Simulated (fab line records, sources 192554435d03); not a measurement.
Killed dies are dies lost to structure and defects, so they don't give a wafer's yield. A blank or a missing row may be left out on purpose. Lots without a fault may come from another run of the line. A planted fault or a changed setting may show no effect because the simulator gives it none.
Chamber matching | flow n5_finfet | N5_BEOL_M3_ETCH_77 on rie_diel-02: 4 sister chambers
The step etches underlayer in N2/H2, target depth 6.5 nm, time 5.2 s. 8 wafers are shown with their chamber, then 11 later ones without.

WAFERS WITH THEIR CHAMBER
wafer  | chamber | showerhead_plenum_p_Torr (Torr) | rf_vpp_V (V)
L080.5 | 0       | 2.60                            | 525.8
L082.1 | 3       | 2.43                            | 520.6
L084.2 | 2       | 2.47                            | 520.2
L084.4 | 3       | 2.43                            | 520.9
L086.1 | 1       | 2.43                            | 519.5
L086.4 | 0       | 2.59                            | 524.5
L086.6 | 1       | 2.43                            | 519.1
L093.1 | 2       | 2.46                            | 521.0

WAFERS WITHOUT THEIR CHAMBER
wafer  | showerhead_plenum_p_Torr (Torr) | rf_vpp_V (V)
L093.3 | 2.42                            | 521.4
L093.5 | 2.42                            | 522.0
L095.1 | 2.46                            | 520.8
L095.2 | 2.42                            | 520.5
L095.4 | 2.42                            | 519.0
L094.1 | 2.46                            | 521.2
L094.4 | 2.58                            | 524.6
L094.5 | 2.46                            | 522.7
L097.4 | 2.46                            | 520.3
L097.5 | 2.58                            | 525.0
L097.6 | 2.42                            | 522.4

WHICH CHAMBER EACH WENT THROUGH
wafer  | from the rows above     | in truth
L093.3 | can't be placed: 3 or 1 | 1
L093.5 | 3                       | 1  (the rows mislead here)
L095.1 | 2                       | 2
L095.2 | can't be placed: 3 or 1 | 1
L095.4 | can't be placed: 1 or 3 | 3
L094.1 | 2                       | 2
L094.4 | 0                       | 0
L094.5 | 2                       | 2
L097.4 | 2                       | 2
L097.5 | 0                       | 0
L097.6 | 3                       | 3
Placed correctly: 7 of 11. Can't be placed from these rows: 3 (the true chamber is among the candidates in 3). Placed wrongly: 1.
How it was worked out, from the rows above alone: a wafer's distance from a chamber is the root of the sum, over the readings, of the square of ((its reading less the chamber's mean) divided by the reading's scatter). The wafer belongs to the nearest chamber; if the next one is less than 2 further off, it can't be placed. A chamber's mean is the mean of its shown wafers. The scatter: the root of (the sum of the squares of (reading less its chamber's mean) over the shown wafers, divided by (wafers less chambers)).
